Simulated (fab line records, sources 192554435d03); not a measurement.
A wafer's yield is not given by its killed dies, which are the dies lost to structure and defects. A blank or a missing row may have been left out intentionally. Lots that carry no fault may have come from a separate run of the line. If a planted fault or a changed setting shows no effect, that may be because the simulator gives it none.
Matching of chambers    flow n5Finfet    rieDiel-04 running N5_MOL_CONTACT_COAG_ETCHBACK_136: 4 sister chambers
The step etches SiO2 in CHF3, target depth 25 nm, time 16.7 s. 14 wafers are shown with their chamber, then 7 later ones without.

## WAFERS WITH THEIR CHAMBER
wafer   chamber  rfVppV (V)  showerheadPlenumPTorr (Torr)  throttleValvePct (%)
L074.3  0        532         2.35                          19.11
L074.4  2        508         2.28                          18.42
L074.5  1        534         2.24                          18.63
L076.2  1        534         2.23                          18.61
L076.5  3        555         2.48                          19.01
L076.6  0        532         2.35                          19.11
L080.1  0        532         2.35                          19.14
L080.3  2        508         2.28                          18.45
L080.5  3        557         2.48                          19.04
L086.1  2        508         2.27                          18.49
L086.2  0        532         2.34                          19.15
L086.5  0        532         2.34                          19.14
L087.1  3        556         2.47                          19.06
L087.4  2        507         2.27                          18.49

SIGNATURES, as means of the wafers listed above
reading                chamber 0  chamber 1  chamber 2  chamber 3  scatter within a chamber
rfVppV                 532.00     534.00     507.75     556.00     0.524
showerheadPlenumPTorr  2.3460     2.2350     2.2750     2.4767     0.0058
throttleValvePct       19.1300    18.6200    18.4625    19.0367    0.0252
Rule: a wafer's distance from a chamber is the root of the sum, over the readings, of the square of ((its reading less the chamber's mean) divided by the reading's scatter). The wafer belongs to the nearest chamber; if the next one is less than 2 further off, it can't be placed. How the scatter is found: for the shown wafers, subtract from each reading the mean of its chamber, square and add these, divide the total by (wafers less chambers), then take the root.

## WAFERS WHOSE CHAMBER IS MISSING
wafer   rfVppV (V)  showerheadPlenumPTorr (Torr)  throttleValvePct (%)
L087.6  555         2.47                          19.08
L088.1  543         2.51                          18.32
L088.3  555         2.47                          19.06
L088.6  555         2.47                          19.06
L096.3  556         2.46                          19.12
L096.5  509         2.26                          18.52
L096.6  555         2.46                          19.12

## THE CHAMBER EACH PASSED THROUGH
wafer    from the rows above   in truth
L087.6   3                     3
L088.1   3                     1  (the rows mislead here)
L088.3   3                     3
L088.6   3                     3
L096.3   3                     3
L096.5   2                     2
L096.6   3                     3
Correctly placed: 6 of 7. Not placeable from these rows: 0. Wrongly placed: 1.
